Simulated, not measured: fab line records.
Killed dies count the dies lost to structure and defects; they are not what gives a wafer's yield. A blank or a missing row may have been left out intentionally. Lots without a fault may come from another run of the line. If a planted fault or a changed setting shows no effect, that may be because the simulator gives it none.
Chamber matching    flow n5 finfet    N5_FIN_SAQP_ETCH_57 on rie diel-03: 4 sister chambers
The step etches SiNx in CH3F/O2, target depth 32.5 nm, time 46.4 s. 16 wafers are shown with their chamber, then 8 later ones without.

## WAFERS, EACH WITH ITS CHAMBER
wafer   chamber  drypump motor current A (A)  showerhead plenum p Torr (Torr)  rf vpp V (V)
L078.3  1        6.6                          1.92                             286
L078.5  0        5.0                          2.06                             296
L078.6  1        6.6                          1.92                             285
L079.1  1        6.6                          1.92                             287
L079.4  1        6.6                          1.92                             288
L079.6  3        6.5                          1.90                             301
L081.1  2        4.8                          1.96                             303
L081.2  1        6.6                          1.91                             287
L081.3  3        6.5                          1.90                             301
L082.1  2        4.8                          1.95                             304
L082.3  1        6.5                          1.91                             287
L082.6  2        4.8                          1.95                             303
L083.2  0        5.0                          2.06                             294
L083.5  1        6.6                          1.91                             287
L083.6  0        5.0                          2.06                             296
L091.2  0        5.0                          2.06                             294

SIGNATURES, as means of the wafers listed above
reading                   chamber 0  chamber 1  chamber 2  chamber 3  scatter within a chamber
drypump motor current A   5.000      6.586      4.800      6.500      0.0267
showerhead plenum p Torr  2.0600     1.9157     1.9533     1.9000     0.00445
rf vpp V                  295.00     286.71     303.33     301.00     0.917
Rule: for a wafer and a chamber, the distance is found by dividing, reading by reading, the gap between the wafer's reading and the chamber's mean by the reading's scatter, squaring, summing and taking the root. The wafer belongs to the nearest chamber; if the next one is less than 2 further off, it can't be placed. The scatter: take each reading less its chamber's mean, square it, sum over the shown wafers, divide by the number of wafers less the number of chambers, and take the root.

## WAFERS MISSING THEIR CHAMBER
wafer   drypump motor current A (A)  showerhead plenum p Torr (Torr)  rf vpp V (V)
L091.4  6.6                          1.91                             288
L091.5  6.6                          1.91                             287
L096.2  4.8                          1.95                             303
L096.4  5.0                          2.05                             294
L096.6  6.5                          2.14                             306
L097.2  4.8                          1.95                             303
L097.3  5.0                          2.05                             296
L097.6  6.6                          1.90                             287

## EACH ONE'S CHAMBER
wafer   from the rows above      in truth
L091.4  1                        1
L091.5  1                        1
L096.2  2                        2
L096.4  0                        0
L096.6  can't be placed: 3 or 1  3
L097.2  2                        2
L097.3  0                        0
L097.6  1                        1
Correct placement for 7 of the 8. Can't be placed from these rows: 1 (the true chamber is among the candidates in 1). Wrongly placed: 0.
